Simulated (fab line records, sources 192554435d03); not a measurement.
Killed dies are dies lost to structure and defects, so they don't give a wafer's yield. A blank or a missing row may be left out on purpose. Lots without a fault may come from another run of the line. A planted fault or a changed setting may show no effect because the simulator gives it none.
fab line records | flow n5_finfet
record lots=7 wafers=39
route steps=1938 shown ZERO_LAYER@16 SD_EPI_N@273 BEOL_M1@751 BEOL_M5@1112
start_h: hours from the record's first day to the start of the lot's first wafer shown | wait_h: hours since the lot's step before | " the same as in the row above | L1.1+2: a row that stands for several wafers | - no value, or no start given | * or withheld: withheld | < > ~ a bound
route shown NAME@n: a module of which the file shows steps, and the number in the route of the first | usual: mean/standard deviation of fault-free wafers | same: alike in all rows | chamber/n: place in a boat | sites: the reading at each site | _std_site: their standard deviation | _edge_site: outer sites' mean less inner sites' | radius_mm: how far each site lies from the wafer's centre | mask NAME#n: copy n | behind: the tool/chamber that last shaped the wafer | hold: why the lot was held/for how many hours/how that ended | device: the transistor (n, p or np) that didn't switch | end of line: the same wafers' tests at the end of the route | a step without rows: its recipe alone | killed: dies lost to structure and defects at the first sort, not the wafer's yield | map: a wafer's dies, x killed, . not, _ none there
set.NAME: the setting as run; set.NAME@STEP: as run at that earlier step | model.NAME: the simulator's own value behind a step, which no gauge read
lots whose settings were changed on purpose; a table a step, a row a wafer
## steps
# step N5_ZERO_LAYER_ETCH_18
# recipe chemistry=HBr/Cl2 target=Si target_depth_a=1200 time_s=40 pressure_mtorr=10 icp_w=800 bias_w=75 HBr_flow_sccm=150 Cl2_flow_sccm=80
# columns lot.wafer tool chamber start_h wait_h set.target_depth_a model.ZERO_LAYER.feature_depth_nm model.etch.depth_nm model.coat_of_ZERO_LAYER_COAT_05.thk_nm
L074.1 rie_si-06 0 12.93 0.0 1843 191 191 907.5
L074.2 " 1 " " 1200 123.8 123.8 929.8
L074.3 " 3 " " 1843 183 183 907.1
L074.4 " 2 " " 1200 122.3 122.3 929.4
L074.5 " 2 " " 1200 122.9 122.9 931.3
L074.6 " 1 " " 1843 189.3 189.3 907.7
L075.1 rie_si-02 1 19.12 0.0 1200 124.5 124.5 928.1
L075.2 " 3 " " 819.3 84.57 84.57 942.9
L075.3 " 0 " " 1200 121.2 121.2 927.4
L075.4 " 2 " " 819.3 82.37 82.37 944.3
L075.5 " 1 " " 819.3 84.52 84.52 938.3
L075.6 " 0 " " 1200 121.4 121.4 931.2
L086.1 rie_si-06 1 84.91 0.0 1200 121.4 121.4 930.5
L086.2 " 3 " " 1200 116.8 116.8 930.5
L086.3 " 2 " " 1200 121.4 121.4 925.8
L086.4 " 0 " " 1200 120.7 120.7 928.7
L086.5 " 1 " " 1200 121.3 121.3 928.9
L086.6 " 0 " " 1200 120.9 120.9 925.4
L089.1 rie_si-04 1 102.91 0.0 1200 119.4 119.4 930.6
L089.2 " 0 " " 1200 120.7 120.7 931
L089.3 " 2 " " 792.4 81.04 81.04 947.3
L089.4 " 3 " " 792.4 80.05 80.05 945.5
L089.5 " 1 " " 1200 119.5 119.5 932.2
L089.6 " 0 " " 792.4 80.11 80.11 946.7
L093.1 rie_si-02 1 126.93 0.1 1200 123.7 123.7 933.4
L093.2 " 0 " " 1200 121.2 121.2 934.9
L093.3 " 3 " " 1200 122.2 122.2 935.4
L093.4 " 2 " " 1200 119.4 119.4 934.8
L093.5 " 3 " " 1200 122 122 934
L093.6 " 2 " " 1200 119 119 933.8
L096.1 rie_si-04 0 144.79 0.0 1200 118.5 118.5 931.6
L096.5 " 3 " " 1200 120.5 120.5 932.2
L096.6 " 2 " " 1200 121.5 121.5 932.8
L097.1 rie_si-02 3 151.20 0.0 1200 122.4 122.4 927.2
L097.2 " 0 " " 1640 165.7 165.7 912.5
L097.3 " 1 " " 1640 170.8 170.8 909.7
L097.4 " 2 " " 1640 164.4 164.4 914.2
L097.5 " 3 " " 1200 124.1 124.1 926.1
L097.6 " 0 " " 1200 121.2 121.2 926.6
# step N5_ZERO_LAYER_STRIP_24
# recipe chemistry=O2 power_w=1000 temp_c=250 overash_fraction=0.3 pressure_mtorr=1000 o2_flow_sccm=6750
# usual strip_time_to_endpoint_s=43.81/0.077
# columns lot.wafer tool chamber start_h wait_h set.target_depth_a@ZERO_LAYER_ETCH_18 strip_time_to_endpoint_s
L074.1 plasma_asher-02 0 13.04 0.1 1843 43.15
L074.2 " 1 " " 1200 43.84
L074.3 " 0 " " 1843 43.15
L074.4 " 1 " " 1200 43.80
L074.5 " 1 " " 1200 43.86
L074.6 " 0 " " 1843 43.16
L075.1 plasma_asher-02 1 19.22 0.1 1200 43.76
L075.2 " 0 " " 819.3 44.20
L075.3 " 1 " " 1200 43.75
L075.4 " 0 " " 819.3 44.28
L075.5 " 0 " " 819.3 44.09
L075.6 " 1 " " 1200 43.87
L086.1 plasma_asher-02 1 85.30 0.4 1200 43.86
L086.2 " 0 " " 1200 43.87
L086.3 " 0 " " 1200 43.72
L086.4 " 1 " " 1200 43.78
L086.5 " 1 " " 1200 43.79
L086.6 " 0 " " 1200 43.69
L089.1 plasma_asher-02 0 103.02 0.1 1200 43.85
L089.2 " 1 " " 1200 43.88
L089.3 " 0 " " 792.4 44.35
L089.4 " 1 " " 792.4 44.29
L089.5 " 1 " " 1200 43.89
L089.6 " 0 " " 792.4 44.33
L093.1 plasma_asher-02 0 127.04 0.1 1200 43.94
L093.2 " 1 " " 1200 43.98
L093.3 " 0 " " 1200 44.01
L093.4 " 1 " " 1200 43.97
L093.5 " 0 " " 1200 43.96
L093.6 " 1 " " 1200 43.95
L096.1 plasma_asher-01 0 144.89 0.1 1200 43.88
L096.5 " 0 " " 1200 43.90
L096.6 " 1 " " 1200 43.92
L097.1 plasma_asher-02 0 151.31 0.1 1200 43.73
L097.2 " 1 " " 1640 43.32
L097.3 " 1 " " 1640 43.22
L097.4 " 0 " " 1640 43.36
L097.5 " 1 " " 1200 43.71
L097.6 " 0 " " 1200 43.74
# step N5_SD_EPI_N_DESCUM_14
# recipe chemistry=O2 time_s=7.9 source_power_w=50 bias_power_w=20 pressure_mtorr=20 rf_frequency_hz=2.712e+07 temp_c=40 resist=CAR-ArF-block o2_flow_sccm=225
# columns lot.wafer tool chamber start_h wait_h set.time_s model.CAR-ArF-block_of_SD_EPI_N_COAT_03.thk_nm
L074.1 rie_diel-05 3 49.25 0.0 7.9 143.6
L074.2+4 " 0,1 " " 10.98 141.8
L074.3 " 1 " " 7.9 143.2
L074.5 " 3 " " 7.9 143.4
L074.6 " 0 " " 10.98 142
L075.1 rie_diel-01 3 56.81 0.3 7.9 144
L075.2+4 " 0 " " 7.9 143.6
L075.3+5 " 2,3 " " 7.9 143.8
L075.6 " 2 " " 7.9 143.4
L086.1+5 rie_diel-03 2 123.15 0.0 7.9 143.6
L086.2 " 1 " " 6.707 144.4
L086.3+4 " 3,0 " " 6.707 144.2
L086.6 " 3 " " 7.9 143
L089.1 rie_diel-01 2 138.50 0.1 11.09 141.6
L089.2+4 " 1,3 " " 11.09 141.8
L089.3+5 " 0,3 " " 7.9 143.4
L089.6 " 2 " " 7.9 143
L093.1 rie_diel-05 0 163.36 0.0 11.73 141
L093.2 " 1 " " 7.9 142.6
L093.3 " 2 " " 11.73 140.6
L093.4 " 3 " " 7.9 143.2
L093.5 " 2 " " 7.9 142.8
L093.6 " 1 " " 11.73 141.4
L096.1 rie_diel-05 2 180.42 0.3 7.9 144.4
L096.5 " 0 " " 7.9 144.2
L096.6 " 3 " " 7.9 143.8
L097.1 rie_diel-03 0 189.75 0.2 4.421 146.4
L097.2 " 2 " " 7.9 143.8
L097.3 " 1 " " 7.9 143.4
L097.4+6 " 3 " " 4.421 146
L097.5 " 0 " " 7.9 143.6
# step N5_SD_EPI_N_ETCH_34
# recipe chemistry=CF4 target=SiARC target_depth_a=455 mask_material=CAR-ArF-block time_s=75.8 ion_energy_ev=80 pressure_mtorr=40 source_w=545 bias_w=36 Ar_flow_sccm=100 cf4_flow_sccm=100 ends=cleared
# columns lot.wafer tool chamber start_h wait_h set.time_s@SD_EPI_N_DESCUM_14 model.CAR-ArF-block_of_SD_EPI_N_COAT_03.thk_nm
L074.1 rie_diel-05 3 49.29 0.0 7.9 111
L074.2+4+6 " 0,1,0 " " 10.98 109.2
L074.3 " 1 " " 7.9 110.6
L074.5 " 3 " " 7.9 110.8
L075.1 rie_diel-01 3 56.84 0.0 7.9 111.4
L075.2+3+5 " 0,2,3 " " 7.9 111.2
L075.4+6 " 0,2 " " 7.9 111
L086.1+5 rie_diel-03 2 123.18 0.0 7.9 111
L086.2 " 1 " " 6.707 111.8
L086.3 " 3 " " 6.707 111.4
L086.4 " 0 " " 6.707 111.6
L086.6 " 3 " " 7.9 110.2
L089.1+4 rie_diel-01 2,3 138.53 0.0 11.09 109
L089.2 " 1 " " 11.09 109.2
L089.3+5 " 0,3 " " 7.9 110.8
L089.6 " 2 " " 7.9 110.4
L093.1 rie_diel-05 0 163.39 0.0 11.73 108.4
L093.2 " 1 " " 7.9 110
L093.3 " 2 " " 11.73 108
L093.4 " 3 " " 7.9 110.8
L093.5 " 2 " " 7.9 110.2
L093.6 " 1 " " 11.73 108.8
L096.1 rie_diel-05 2 180.45 0.0 7.9 111.8
L096.5 " 0 " " 7.9 111.6
L096.6 " 3 " " 7.9 111.2
L097.1 rie_diel-03 0 189.79 0.0 4.421 113.8
L097.2+5 " 2,0 " " 7.9 111.2
L097.3 " 1 " " 7.9 111
L097.4 " 3 " " 4.421 113.6
L097.6 " 3 " " 4.421 113.4
# step N5_BEOL_M1_ILD_DEP_00
# recipe material=SiOC target_thk_a=790 temp_c=350 precursor=DEMS/O2 pressure_torr=5 rf_w=500 time_s=15.3
# columns lot.wafer tool chamber start_h wait_h set.time_s model.SiOC_of_BEOL_M1_ILD_DEP_00.thk_nm
L074.1 pecvd-03 1 117.77 0.0 15.3 79.2
L074.2+6 " 0,1 " " 15.3 80.6
L074.3 " 0 " " 19.76 103.2
L074.4 " 1 " " 19.76 102.6
L074.5 " 0 " " 19.76 104.8
L075.1+6 pecvd-04 0,1 129.37 0.0 8.844 45.6
L075.2 " 1 " " 15.3 77
L075.3 " 2 " " 15.3 78.2
L075.4 " 2 " " 8.844 45.2
L075.5 " 0 " " 15.3 79.4
L086.1 pecvd-03 0 209.57 0.0 15.3 80.2
L086.2 " 1 " " 15.3 78.6
L086.3 " 2 " " 11.58 59
L086.4 " 0 " " 11.58 62.6
L086.5 " 2 " " 11.58 59.8
L086.6 " 1 " " 15.3 80.6
L089.1 pecvd-03 1 210.73 0.0 15.3 79
L089.2 " 2 " " 15.3 78.2
L089.3+6 " 0,1 " " 15.3 80.6
L089.4 " 2 " " 15.3 80
L089.5 " 0 " " 15.3 81
L093.1 pecvd-03 1 232.34 0.0 20 102.6
L093.2 " 2 " " 15.3 78.8
L093.3 " 0 " " 20 103.6
L093.4 " 0 " " 20 104.8
L093.5 " 1 " " 15.3 80.2
L093.6 " 2 " " 15.3 79.4
L096.1 pecvd-03 0 247.90 0.0 15.3 80
L096.5 " 1 " " 15.3 79.2
L096.6 " 0 " " 15.3 81.8
L097.1 pecvd-04 0 256.91 0.0 21.75 109.4
L097.2 " 1 " " 15.3 77
L097.3 " 2 " " 15.3 79.4
L097.4 " 1 " " 15.3 78.4
L097.5 " 2 " " 21.75 112.6
L097.6 " 0 " " 21.75 111.2
# step N5_BEOL_M1_THK_MEAS_01
# recipe reads=SiOC_of_BEOL_M1_ILD_DEP_00
# usual M1_ILD_THK=78.9/1.2
# columns lot.wafer tool chamber start_h wait_h set.time_s@BEOL_M1_ILD_DEP_00 M1_ILD_THK[nm]
L074.1 film_metro-01 - 117.86 0.1 15.3 79.1
L074.2 " - " " 15.3 80.7
L074.3 " - " " 19.76 103.3
L074.4 " - " " 19.76 102.5
L074.5 " - " " 19.76 104.6
L074.6 " - " " 15.3 80.6
L075.1 film_metro-02 - 129.44 0.0 8.844 45.7
L075.2 " - " " 15.3 77.0
L075.3 " - " " 15.3 78.2
L075.4 " - " " 8.844 45.3
L075.5 " - " " 15.3 79.3
L075.6 " - " " 8.844 45.5
L086.1 film_metro-02 - 209.63 0.0 15.3 80.2
L086.2 " - " " 15.3 78.5
L086.3 " - " " 11.58 58.9
L086.4 " - " " 11.58 62.6
L086.5 " - " " 11.58 59.8
L086.6 " - " " 15.3 80.5
L089.1 film_metro-02 - 210.80 0.0 15.3 79.1
L089.2 " - " " 15.3 78.3
L089.3 " - " " 15.3 80.5
L089.4 " - " " 15.3 80.0
L089.5 " - " " 15.3 80.9
L089.6 " - " " 15.3 80.7
L093.1 film_metro-01 - 232.41 0.0 20 102.5
L093.2 " - " " 15.3 78.8
L093.3 " - " " 20 103.5
L093.4 " - " " 20 104.9
L093.5 " - " " 15.3 80.2
L093.6 " - " " 15.3 79.3
L096.1 film_metro-02 - 247.96 0.0 15.3 80.1
L096.5 " - " " 15.3 79.3
L096.6 " - " " 15.3 81.8
L097.1 film_metro-02 - 256.97 0.0 21.75 109.3
L097.2 " - " " 15.3 77.1
L097.3 " - " " 15.3 79.4
L097.4 " - " " 15.3 78.5
L097.5 " - " " 21.75 112.7
L097.6 " - " " 21.75 111.3
# step N5_BEOL_M5_ILD_DEP_00
# recipe material=SiCOH_lowk target_thk_a=1406.4 temp_c=300 precursor=DEMS/porogen pressure_torr=5 rf_w=500 time_s=25.9
# columns lot.wafer tool chamber start_h wait_h set.target_thk_a model.SiCOH_lowk_of_BEOL_M5_ILD_DEP_00.thk_nm
L074.1 pecvd-04 0 170.86 0.8 1406.4 139.4
L074.2 " 1 " " 1406.4 140.4
L074.3+5 " 2,1 " " 1406.4 141.8
L074.4 " 0 " " 1406.4 142.4
L074.6 " 2 " " 1406.4 143.4
L075.1 pecvd-03 1 171.21 0.8 852.5 84
L075.2 " 2 " " 1406.4 139.2
L075.3 " 0 " " 852.5 83.2
L075.4 " 0 " " 1406.4 140
L075.5 " 2 " " 852.5 85.4
L075.6 " 1 " " 1406.4 140.8
L086.1 pecvd-03 0 248.65 0.8 1406.4 137.8
L086.2 " 1 " " 1406.4 140.2
L086.3 " 2 " " 1406.4 139
L086.4 " 2 " " 1406.4 139.6
L086.5+6 " 0,1 " " 1406.4 141
L089.1 pecvd-01 1 256.97 0.8 1406.4 139.4
L089.2 " 2 " " 1831 185.6
L089.3 " 0 " " 1831 181.6
L089.4 " 2 " " 1406.4 144.2
L089.5 " 1 " " 1831 187
L089.6 " 0 " " 1406.4 142.8
L093.1 pecvd-04 0 277.18 0.8 2214 220.4
L093.2 " 2 " " 2214 221.2
L093.3 " 1 " " 2214 219.4
L093.4 " 2 " " 1406.4 144
L093.5 " 1 " " 1406.4 144.6
L093.6 " 0 " " 1406.4 142.4
L096.1 pecvd-04 1 295.78 0.8 1406.4 141.2
L096.5 " 0 " " 1406.4 141.4
L096.6 " 1 " " 1406.4 141
L097.1 pecvd-03 2 298.78 0.8 878.9 86.4
L097.2 " 1 " " 878.9 88.2
L097.3 " 2 " " 1406.4 141.6
L097.4 " 1 " " 1406.4 140.6
L097.5 " 2 " " 1406.4 141.4
L097.6 " 1 " " 878.9 87
# step N5_BEOL_M5_CURE_79
# recipe temp_c=385 time_s=240 ambient=He/Ar material=SiCOH_lowk
# columns lot.wafer tool chamber start_h wait_h set.target_thk_a@BEOL_M5_ILD_DEP_00 model.SiCOH_lowk_of_BEOL_M5_ILD_DEP_00.thk_nm
L074.1 uv_cure-02 1 170.92 0.0 1406.4 120
L074.2 " 1 " " 1406.4 120.8
L074.3+5 " 1 " " 1406.4 122
L074.4 " 1 " " 1406.4 122.6
L074.6 " 1 " " 1406.4 123.4
L075.1 uv_cure-01 0 171.27 0.0 852.5 72
L075.2 " 0 " " 1406.4 119.6
L075.3 " 0 " " 852.5 71.4
L075.4 " 0 " " 1406.4 120.4
L075.5 " 0 " " 852.5 73.4
L075.6 " 0 " " 1406.4 121.2
L086.1 uv_cure-01 1 248.71 0.0 1406.4 118.6
L086.2 " 1 " " 1406.4 120.6
L086.3 " 1 " " 1406.4 119.6
L086.4 " 1 " " 1406.4 120
L086.5+6 " 1 " " 1406.4 121.2
L089.1 uv_cure-03 0 257.03 0.0 1406.4 119.8
L089.2 " 0 " " 1831 160
L089.3 " 0 " " 1831 156.6
L089.4 " 0 " " 1406.4 124
L089.5 " 0 " " 1831 161.4
L089.6 " 0 " " 1406.4 123
L093.1 uv_cure-03 2 277.24 0.0 2214 190.6
L093.2 " 2 " " 2214 191.2
L093.3 " 2 " " 2214 189.6
L093.4 " 2 " " 1406.4 124
L093.5 " 2 " " 1406.4 124.6
L093.6 " 2 " " 1406.4 122.6
L096.1+6 uv_cure-01 0 295.84 0.0 1406.4 121.4
L096.5 " 0 " " 1406.4 121.6
L097.1 uv_cure-01 2 298.86 0.1 878.9 74
L097.2 " 2 " " 878.9 75.6
L097.3 " 2 " " 1406.4 122
L097.4 " 2 " " 1406.4 121
L097.5 " 2 " " 1406.4 121.6
L097.6 " 2 " " 878.9 74.6
# step N5_BEOL_M5_THK_MEAS_01
# recipe reads=SiCOH_lowk_of_BEOL_M5_ILD_DEP_00
# usual M5_ILD_THK=121.2/1.6
# columns lot.wafer tool chamber start_h wait_h set.target_thk_a@BEOL_M5_ILD_DEP_00 M5_ILD_THK[nm]
L075.1 film_metro-02 - 171.79 0.4 852.5 72.1
L075.2 " - " " 1406.4 119.6
L075.3 " - " " 852.5 71.3
L075.4 " - " " 1406.4 120.3
L075.5 " - " " 852.5 73.3
L075.6 " - " " 1406.4 121.3
L074.1 film_metro-02 - 171.91 0.8 1406.4 120.0
L074.2 " - " " 1406.4 120.7
L074.3 " - " " 1406.4 122.0
L074.4 " - " " 1406.4 122.4
L074.5 " - " " 1406.4 122.1
L074.6 " - " " 1406.4 123.4
L086.1 film_metro-02 - 249.22 0.4 1406.4 118.5
L086.2 " - " " 1406.4 120.7
L086.3 " - " " 1406.4 119.5
L086.4 " - " " 1406.4 120.1
L086.5 " - " " 1406.4 121.4
L086.6 " - " " 1406.4 121.2
L089.1 film_metro-02 - 257.55 0.4 1406.4 119.8
L089.2 " - " " 1831 160.1
L089.3 " - " " 1831 156.6
L089.4 " - " " 1406.4 124.2
L089.5 " - " " 1831 161.4
L089.6 " - " " 1406.4 123.0
L093.1 film_metro-02 - 277.75 0.4 2214 190.5
L093.2 " - " " 2214 191.1
L093.3 " - " " 2214 189.6
L093.4 " - " " 1406.4 123.9
L093.5 " - " " 1406.4 124.5
L093.6 " - " " 1406.4 122.6
L096.1 film_metro-02 - 296.48 0.6 1406.4 121.4
L096.5 " - " " 1406.4 121.7
L096.6 " - " " 1406.4 121.4
L097.1 film_metro-02 - 299.37 0.4 878.9 74.0
L097.2 " - " " 878.9 75.7
L097.3 " - " " 1406.4 121.8
L097.4 " - " " 1406.4 121.0
L097.5 " - " " 1406.4 121.6
L097.6 " - " " 878.9 74.6
## key
split step=N5_ZERO_LAYER_ETCH_18 setting=target_depth_a stated=1200 by=wafer
response step=N5_ZERO_LAYER_ETCH_18 reading=model.ZERO_LAYER.feature_depth_nm change=+1.2 per=1% r=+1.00
response step=N5_ZERO_LAYER_ETCH_18 reading=model.etch.depth_nm change=+1.2 per=1% r=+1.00
response step=N5_ZERO_LAYER_ETCH_18 reading=model.coat_of_ZERO_LAYER_COAT_05.thk_nm change=-0.42 per=1% r=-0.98
response step=N5_ZERO_LAYER_STRIP_24 reading=strip_time_to_endpoint_s change=* per=1% r=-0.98
split step=N5_SD_EPI_N_DESCUM_14 setting=time_s stated=7.9 by=wafer
response step=N5_SD_EPI_N_DESCUM_14 reading=model.CAR-ArF-block_of_SD_EPI_N_COAT_03.thk_nm change=-0.0439 per=1% r=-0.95
response step=N5_SD_EPI_N_ETCH_34 reading=model.CAR-ArF-block_of_SD_EPI_N_COAT_03.thk_nm change=-0.0447 per=1% r=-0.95
split step=N5_BEOL_M1_ILD_DEP_00 setting=time_s stated=15.3 by=wafer
response step=N5_BEOL_M1_ILD_DEP_00 reading=model.SiOC_of_BEOL_M1_ILD_DEP_00.thk_nm change=+0.784 per=1% r=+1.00
response step=N5_BEOL_M1_THK_MEAS_01 reading=M1_ILD_THK change=+0.783 per=1% r=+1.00
split step=N5_BEOL_M5_ILD_DEP_00 setting=target_thk_a stated=1406.4 by=wafer
response step=N5_BEOL_M5_ILD_DEP_00 reading=model.SiCOH_lowk_of_BEOL_M5_ILD_DEP_00.thk_nm change=+1.38 per=1% r=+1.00
response step=N5_BEOL_M5_CURE_79 reading=model.SiCOH_lowk_of_BEOL_M5_ILD_DEP_00.thk_nm change=+1.2 per=1% r=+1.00
response step=N5_BEOL_M5_THK_MEAS_01 reading=M5_ILD_THK change=+1.2 per=1% r=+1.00
